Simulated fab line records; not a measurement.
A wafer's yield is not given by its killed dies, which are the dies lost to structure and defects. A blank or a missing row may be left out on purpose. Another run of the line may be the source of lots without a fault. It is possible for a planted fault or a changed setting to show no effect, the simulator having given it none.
The tool behind it: which one? -- flow n5 finfet -- Sampling: 23 lots, 69 wafers, 5 of 1938 route steps

== WHAT EACH GAUGE READ, for each wafer ==
N5_BEOL_M5_INSPECT_13: inspects for defects (brightfield).
lot,measured,on,raw defect count
L074,day 8 14:47,defect inspect-02,435 417 470
L075,day 8 18:53,defect inspect-01,378 373 318
L076,day 9 12:27,defect inspect-01,558 584 515
L078,day 9 12:35,defect inspect-02,390 592 548
L077,day 9 18:07,defect inspect-02,596 560 611
L079,day 9 18:10,defect inspect-02,450 306 353
L080,day 9 20:51,defect inspect-02,458 401 473
L081,day 10 02:01,defect inspect-02,365 300 456
L083,day 10 17:50,defect inspect-01,465 507 334
L082,day 10 18:37,defect inspect-01,476 311 512
L085,day 10 21:46,defect inspect-02,363 440 372
L084,day 10 22:01,defect inspect-01,492 363 311
L086,day 11 18:43,defect inspect-02,411 417 398
L087,day 11 19:37,defect inspect-02,493 721 547
L088,day 12 04:14,defect inspect-02,534 651 339
L090,day 12 13:07,defect inspect-01,385 466 480
L089,day 12 16:35,defect inspect-02,363 351 499
L092,day 12 21:26,defect inspect-01,310 366 497
L091,day 12 22:48,defect inspect-02,502 456 499
L093,day 13 00:09,defect inspect-02,422 364 337
L095,day 14 00:19,defect inspect-02,318 284 325
L096,day 14 00:07,defect inspect-01,473 315 386
L097,day 14 03:16,defect inspect-01,313 309 327

N5_BEOL_M5_CD_MEAS_35: target cd 28 nm, target cd y 24 nm.
lot,measured,on,cd nm (nm)
L074,day 8 18:25,cd sem-02,27.4 27.7 27.9
L075,day 8 22:17,cd sem-01,28.7 28.3 28.7
L076,day 9 14:43,cd sem-01,28.1 28.3 28.0
L078,day 9 14:34,cd sem-03,27.9 28.6 28.5
L077,day 9 21:28,cd sem-01,28.5 29.2 28.7
L079,day 9 20:58,cd sem-02,27.8 28.8 28.5
L080,day 10 03:25,cd sem-01,27.9 28.1 28.6
L081,day 10 03:43,cd sem-02,28.3 27.7 28.9
L083,day 10 21:03,cd sem-03,28.1 28.5 28.5
L082,day 10 21:29,cd sem-03,29.0 27.8 28.4
L085,day 11 03:29,cd sem-01,28.4 29.6 27.6
L084,day 11 03:38,cd sem-02,27.9 27.7 28.4
L086,day 11 22:11,cd sem-01,28.3 27.4 28.1
L087,day 11 21:46,cd sem-02,27.5 28.2 28.0
L088,day 12 06:16,cd sem-01,27.9 27.6 27.2
L090,day 12 16:17,cd sem-01,28.0 27.6 27.9
L089,day 12 22:16,cd sem-01,27.6 28.2 27.9
L092,day 12 23:09,cd sem-01,28.2 28.0 27.2
L091,day 13 02:31,cd sem-01,28.5 27.9 28.0
L093,day 13 02:20,cd sem-01,28.0 27.7 27.6
L095,day 14 01:52,cd sem-02,28.8 28.5 28.8
L096,day 14 01:45,cd sem-01,28.0 28.0 28.3
L097,day 14 07:05,cd sem-02,28.4 28.0 28.4

== EACH LOT AND THE TOOL THAT RAN IT (in order: tool; ch and the chambers of the sampled wafers; start) ==
lot,N5_BEOL_M4_ALD_84,N5_BEOL_M5_STRIP_19,N5_BEOL_M5_ETCH_67
L074,"ald metal-03 ch 0,1,3, day 8 06:11","rie diel-03 ch 1,3, day 8 15:22","rie diel-04 ch 0,2,3, day 8 17:53"
L075,"ald metal-01 ch 0,1, day 8 11:03","rie diel-04 ch 0,1, day 8 19:16","rie diel-03 ch 0,2,3, day 8 21:46"
L076,"ald metal-01 ch 0,3, day 9 04:53","rie diel-04 ch 0,2,3, day 9 12:50","rie diel-04 ch 0,1,3, day 9 14:12"
L078,"ald metal-03 ch 0,2,3, day 9 04:53","rie diel-03 ch 0,1,3, day 9 12:58","rie diel-01 ch 0,1,3, day 9 14:03"
L077,"ald metal-01 ch 0,1,2, day 9 09:14","rie diel-03 ch 0,2,3, day 9 18:31","rie diel-01 ch 0,2, day 9 20:56"
L079,"ald metal-04 ch 0,2,3, day 9 09:37","rie diel-03 ch 0,2, day 9 18:34","rie diel-01 ch 0,2, day 9 20:27"
L080,"ald metal-03 ch 0,3, day 9 14:52","rie diel-04 ch 0,1,2, day 9 21:37","rie diel-01 ch 0,1,3, day 10 02:54"
L081,"ald metal-04 ch 1,2,3, day 9 18:11","rie diel-01 ch 0,1, day 10 02:31","rie diel-04 ch 0,3, day 10 03:11"
L083,"ald metal-04 ch 0,3, day 10 10:07","rie diel-01 ch 0,1, day 10 18:14","rie diel-01 ch 1,2,3, day 10 20:31"
L082,"ald metal-04 ch 1,2,3, day 10 10:20","rie diel-01 ch 0,1,3, day 10 19:00","rie diel-04 ch 1,2,3, day 10 20:58"
L085,"ald metal-04 ch 0,1, day 10 14:46","rie diel-03 ch 1,2, day 10 22:53","rie diel-01 ch 0,1,3, day 11 02:57"
L084,"ald metal-04 ch 0,2,3, day 10 14:59","rie diel-03 ch 1,2,3, day 10 23:08","rie diel-03 ch 0,1,2, day 11 03:07"
L086,"ald metal-01 ch 1,2,3, day 11 09:29","rie diel-03 ch 0,1,2, day 11 19:08","rie diel-03 ch 0,1,3, day 11 21:40"
L087,"ald metal-03 ch 0,1, day 11 13:17","rie diel-01 ch 0,1,3, day 11 20:01","rie diel-01 ch 0,3, day 11 21:14"
L088,"ald metal-03 ch 0,2,3, day 11 22:01","rie diel-01 ch 0,1,3, day 12 04:38","rie diel-03 ch 0,1,3, day 12 05:44"
L090,"ald metal-03 ch 0,1,2, day 12 06:08","rie diel-01 ch 0,1,2, day 12 13:42","rie diel-03 ch 0,1, day 12 15:46"
L089,"ald metal-03 ch 0,2,3, day 12 09:26","rie diel-01 ch 0,1,2, day 12 17:17","rie diel-03 ch 0,1,3, day 12 21:44"
L092,"ald metal-04 ch 0,2, day 12 13:00","rie diel-01 ch 1,2,3, day 12 21:57","rie diel-03 ch 0,1,2, day 12 22:38"
L091,"ald metal-01 ch 0,1,3, day 12 13:11","rie diel-01 ch 1,2,3, day 12 23:13","rie diel-01 ch 0,1,2, day 13 01:59"
L093,"ald metal-01 ch 1,2, day 12 17:43","rie diel-03 ch 0,1,3, day 13 00:33","rie diel-03 ch 1,3, day 13 01:49"
L095,"ald metal-04 ch 1,2,3, day 13 17:53","rie diel-03 ch 0,1, day 14 00:43","rie diel-01 ch 0,1,2, day 14 01:20"
L096,"ald metal-01 ch 0,1,2, day 13 17:55","rie diel-03 ch 0,1, day 14 00:40","rie diel-03 ch 1,2, day 14 01:14"
L097,"ald metal-01 ch 0,2,3, day 13 20:59","rie diel-04 ch 0,1,3, day 14 05:49","rie diel-04 ch 0,1,3, day 14 06:34"
- N5_BEOL_M4_ALD_84: deposits TaN, pulse time 2 s, purge time 3 s, co reactant purge time 2 s.
- N5_BEOL_M5_STRIP_19: strips in O2.
- N5_BEOL_M5_ETCH_67: etches SiARC in CF4, target depth 15.6 nm, time 26 s.

== WHAT THE TOOLS THEMSELVES READ (means of the sampled wafers that have a number; where no wafer has one, the mark that the record gives instead) ==
N5_BEOL_M4_ALD_84.
lot,tool,heater power outer w (W),heater power w (W),precursor vessel carrier sccm (sccm)
L074,ald metal-03,207,380,997
L075,ald metal-01,237,435,1001
L076,ald metal-01,223,412,1000
L078,ald metal-03,211,394,1001
L077,ald metal-01,239,431,997
L079,ald metal-04,253,453,1000
L080,ald metal-03,212,407,1004
L081,ald metal-04,253,466,1000
L083,ald metal-04,242,436,1003
L082,ald metal-04,257,457,997
L085,ald metal-04,214,410,999
L084,ald metal-04,254,449,1000
L086,ald metal-01,237,437,999
L087,ald metal-03,208,400,1000
L088,ald metal-03,212,397,1001
L090,ald metal-03,210,390,1003
L089,ald metal-03,214,400,1000
L092,ald metal-04,224,409,1002
L091,ald metal-01,238,431,997
L093,ald metal-01,242,438,1001
L095,ald metal-04,258,459,1002
L096,ald metal-01,238,441,1000
L097,ald metal-01,223,405,999

N5_BEOL_M5_STRIP_19.
lot,tool,drypump motor current A (A),oes product au (a.u.),rf vpp V (V),showerhead plenum p Torr (Torr),throttle valve pct (%)
L074,rie diel-03,5.71,0.74,3.5,2.09,16.73
L075,rie diel-04,5.69,0.85,3.5,2.09,16.67
L076,rie diel-04,5.61,0.75,3.3,2.07,16.64
L078,rie diel-03,5.67,0.79,3.4,2.13,16.69
L077,rie diel-03,5.75,0.76,3.8,2.15,16.86
L079,rie diel-03,5.67,0.79,3.9,2.18,16.87
L080,rie diel-04,5.79,0.78,3.8,2.06,16.74
L081,rie diel-01,5.83,0.79,3.5,2.10,16.66
L083,rie diel-01,5.86,0.75,3.5,2.06,16.81
L082,rie diel-01,5.81,0.77,3.8,2.05,16.76
L085,rie diel-03,5.42,0.78,3.4,2.12,16.63
L084,rie diel-03,5.65,0.74,3.6,2.11,16.77
L086,rie diel-03,5.57,0.79,3.7,2.15,16.75
L087,rie diel-01,5.82,0.75,3.8,2.05,16.76
L088,rie diel-01,5.80,0.76,3.7,2.05,16.77
L090,rie diel-01,6.02,0.74,3.6,2.11,16.78
L089,rie diel-01,6.02,0.74,2.6,2.11,16.78
L092,rie diel-01,5.97,0.72,3.4,2.06,16.87
L091,rie diel-01,6.01,0.72,3.7,2.06,16.86
L093,rie diel-03,5.66,0.76,4.2,2.12,16.74
L095,rie diel-03,5.48,0.78,3.2,2.12,16.61
L096,rie diel-03,5.62,0.80,3.3,2.16,16.73
L097,rie diel-04,5.49,0.78,4.0,2.09,16.65

N5_BEOL_M5_ETCH_67.
lot,tool,drypump motor current A (A),etch rf on time s (s),oes product au (a.u.),rf vpp V (V),showerhead plenum p Torr (Torr),throttle valve pct (%)
L074,rie diel-04,5.6,25.9,0.65,184.0,2.11,15.58
L075,rie diel-03,5.8,25.2,0.68,185.4,2.21,15.85
L076,rie diel-04,5.5,25.4,0.70,183.1,2.13,15.44
L078,rie diel-01,5.8,26.7,0.65,182.5,2.10,15.67
L077,rie diel-01,6.1,25.3,0.66,184.7,2.21,15.60
L079,rie diel-01,6.2,25.3,0.67,184.2,2.21,15.58
L080,rie diel-01,5.8,26.5,0.65,182.9,2.10,15.69
L081,rie diel-04,5.2,26.2,0.66,184.4,2.15,15.44
L083,rie diel-01,6.0,25.7,0.63,184.6,2.11,15.79
L082,rie diel-04,5.6,25.9,0.66,183.8,2.09,15.51
L085,rie diel-01,5.8,26.4,0.64,183.6,2.10,15.69
L084,rie diel-03,5.5,26.2,0.68,185.1,2.21,15.73
L086,rie diel-03,5.7,26.0,0.66,184.6,2.18,15.74
L087,rie diel-01,5.7,26.8,0.65,183.6,2.10,15.69
L088,rie diel-03,5.7,26.2,0.65,184.3,2.18,15.73
L090,rie diel-03,5.5,26.0,0.68,184.5,2.18,15.58
L089,rie diel-03,5.6,25.7,0.66,184.5,2.18,15.74
L092,rie diel-03,5.6,26.5,0.66,184.2,2.21,15.76
L091,rie diel-01,6.0,25.9,0.63,183.7,2.14,15.69
L093,rie diel-03,5.5,25.9,0.64,184.7,2.14,15.64
L095,rie diel-01,6.0,25.9,0.63,183.9,2.14,15.70
L096,rie diel-03,5.6,26.0,0.63,185.1,2.20,15.85
L097,rie diel-04,5.5,25.8,0.66,183.5,2.11,15.52

== THE ANSWER, worked out from the rows above alone ==
Rule: the usual values come from the lots themselves. The widest of any qualifying gaps counts: lots, ordered by their means at a reading, are off when they make up no more than a third of the lots, leave a main group of 4 or more, and stand apart from it by 3 or more times the standard deviation of that group's means. Not used: any main group whose means are identical at the precision the tables above print for the reading. A lot without any number at a reading at which 4 lots or more have one is off too. All remaining lots with rows at the step are treated as sound. The gauges are gone through in route order, then the tools' own readings, and for those a lot's mean is taken as printed above. At the first step where some lot is off, the reading lying furthest off is the one used; lots without a number count as furthest.
Across all readings shown, no lot is off: no conclusion can be drawn from this.

== WHAT HAD BEEN PUT IN BY THE SIMULATOR ==
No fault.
